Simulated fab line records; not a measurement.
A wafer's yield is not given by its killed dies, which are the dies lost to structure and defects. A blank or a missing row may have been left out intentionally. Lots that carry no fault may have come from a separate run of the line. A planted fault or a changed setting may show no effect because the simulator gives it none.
Matching of chambers / flow n5 finfet / N5_BEOL_M3_CMP_52 on cmp-01: 4 sister chambers
The step polishes, stops on SiOC, t overpolish 6.8 s, target thk 40 nm. 20 wafers are shown with their chamber, then 10 later ones without.

## EACH WAFER AND ITS CHAMBER
wafer=L075.1; chamber=0; motor current A (A)=6.3; time to endpoint s (s)=67; edge zone pressure frac=0.996
wafer=L075.5; chamber=0; motor current A (A)=6.2; time to endpoint s (s)=68; edge zone pressure frac=1.003
wafer=L075.6; chamber=1; motor current A (A)=6.6; time to endpoint s (s)=67; edge zone pressure frac=1.006
wafer=L076.1; chamber=1; motor current A (A)=6.5; time to endpoint s (s)=66; edge zone pressure frac=0.991
wafer=L076.4; chamber=0; motor current A (A)=6.2; time to endpoint s (s)=67; edge zone pressure frac=0.999
wafer=L076.5; chamber=3; motor current A (A)=5.6; time to endpoint s (s)=66; edge zone pressure frac=1.005
wafer=L077.1; chamber=3; motor current A (A)=5.6; time to endpoint s (s)=66; edge zone pressure frac=0.998
wafer=L077.2; chamber=0; motor current A (A)=6.0; time to endpoint s (s)=70; edge zone pressure frac=0.996
wafer=L077.5; chamber=1; motor current A (A)=6.4; time to endpoint s (s)=67; edge zone pressure frac=0.996
wafer=L079.2; chamber=2; motor current A (A)=6.1; time to endpoint s (s)=60; edge zone pressure frac=1.005
wafer=L079.4; chamber=1; motor current A (A)=6.4; time to endpoint s (s)=61; edge zone pressure frac=0.994
wafer=L079.5; chamber=1; motor current A (A)=6.3; time to endpoint s (s)=62; edge zone pressure frac=1.001
wafer=L081.2; chamber=0; motor current A (A)=6.2; time to endpoint s (s)=67; edge zone pressure frac=0.997
wafer=L081.4; chamber=2; motor current A (A)=5.8; time to endpoint s (s)=64; edge zone pressure frac=1.004
wafer=L081.5; chamber=3; motor current A (A)=5.6; time to endpoint s (s)=65; edge zone pressure frac=0.997
wafer=L085.1; chamber=3; motor current A (A)=5.2; time to endpoint s (s)=65; edge zone pressure frac=0.995
wafer=L085.2; chamber=1; motor current A (A)=6.8; time to endpoint s (s)=68; edge zone pressure frac=0.998
wafer=L085.4; chamber=2; motor current A (A)=5.9; time to endpoint s (s)=62; edge zone pressure frac=1.001
wafer=L083.2; chamber=3; motor current A (A)=5.6; time to endpoint s (s)=64; edge zone pressure frac=0.997
wafer=L083.5; chamber=1; motor current A (A)=6.2; time to endpoint s (s)=63; edge zone pressure frac=0.994

SIGNATURES (means of the wafers above)
reading=motor current A; chamber 0=6.180; chamber 1=6.457; chamber 2=5.933; chamber 3=5.520; scatter within a chamber=0.17
reading=time to endpoint s; chamber 0=67.80; chamber 1=64.86; chamber 2=62.00; chamber 3=65.20; scatter within a chamber=2.01
reading=edge zone pressure frac; chamber 0=0.99820; chamber 1=0.99714; chamber 2=1.00333; chamber 3=0.99840; scatter within a chamber=0.004
Rule: distance of a wafer from a chamber = root of the sum over the readings of ((wafer's reading minus chamber's mean) / reading's scatter) squared. The wafer belongs to the nearest chamber; if the next one is less than 2 further off, it can't be placed. The scatter is the square root of a quotient: the sum, over the shown wafers, of each reading's squared deviation from its chamber's mean, divided by wafers minus chambers.

## WAFERS WHOSE CHAMBER IS MISSING
wafer=L083.6; motor current A (A)=6.0; time to endpoint s (s)=66; edge zone pressure frac=1.000
wafer=L088.3; motor current A (A)=6.8; time to endpoint s (s)=59; edge zone pressure frac=0.990
wafer=L088.4; motor current A (A)=6.1; time to endpoint s (s)=64; edge zone pressure frac=0.997
wafer=L088.6; motor current A (A)=5.6; time to endpoint s (s)=57; edge zone pressure frac=0.998
wafer=L093.1; motor current A (A)=5.8; time to endpoint s (s)=64; edge zone pressure frac=0.992
wafer=L093.2; motor current A (A)=6.0; time to endpoint s (s)=60; edge zone pressure frac=0.998
wafer=L093.5; motor current A (A)=5.5; time to endpoint s (s)=62; edge zone pressure frac=0.999
wafer=L094.1; motor current A (A)=6.1; time to endpoint s (s)=65; edge zone pressure frac=0.998
wafer=L094.4; motor current A (A)=5.8; time to endpoint s (s)=61; edge zone pressure frac=1.003
wafer=L094.6; motor current A (A)=6.8; time to endpoint s (s)=62; edge zone pressure frac=0.997

## THE CHAMBER EACH PASSED THROUGH
wafer=L083.6; from the rows above=can't be placed: 0 or 2 or 1 or 3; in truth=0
wafer=L088.3; from the rows above=1; in truth=1
wafer=L088.4; from the rows above=can't be placed: 0 or 2 or 1 or 3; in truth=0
wafer=L088.6; from the rows above=can't be placed: 2 or 3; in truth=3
wafer=L093.1; from the rows above=can't be placed: 3 or 2 or 0 or 1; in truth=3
wafer=L093.2; from the rows above=can't be placed: 2 or 1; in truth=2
wafer=L093.5; from the rows above=can't be placed: 3 or 2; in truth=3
wafer=L094.1; from the rows above=can't be placed: 0 or 1 or 2 or 3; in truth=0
wafer=L094.4; from the rows above=can't be placed: 2 or 3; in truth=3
wafer=L094.6; from the rows above=1; in truth=1
Correct placement for 2 of the 10. These rows do not allow placing 8 (true chamber among the candidates in 8). Number placed wrongly: 0.
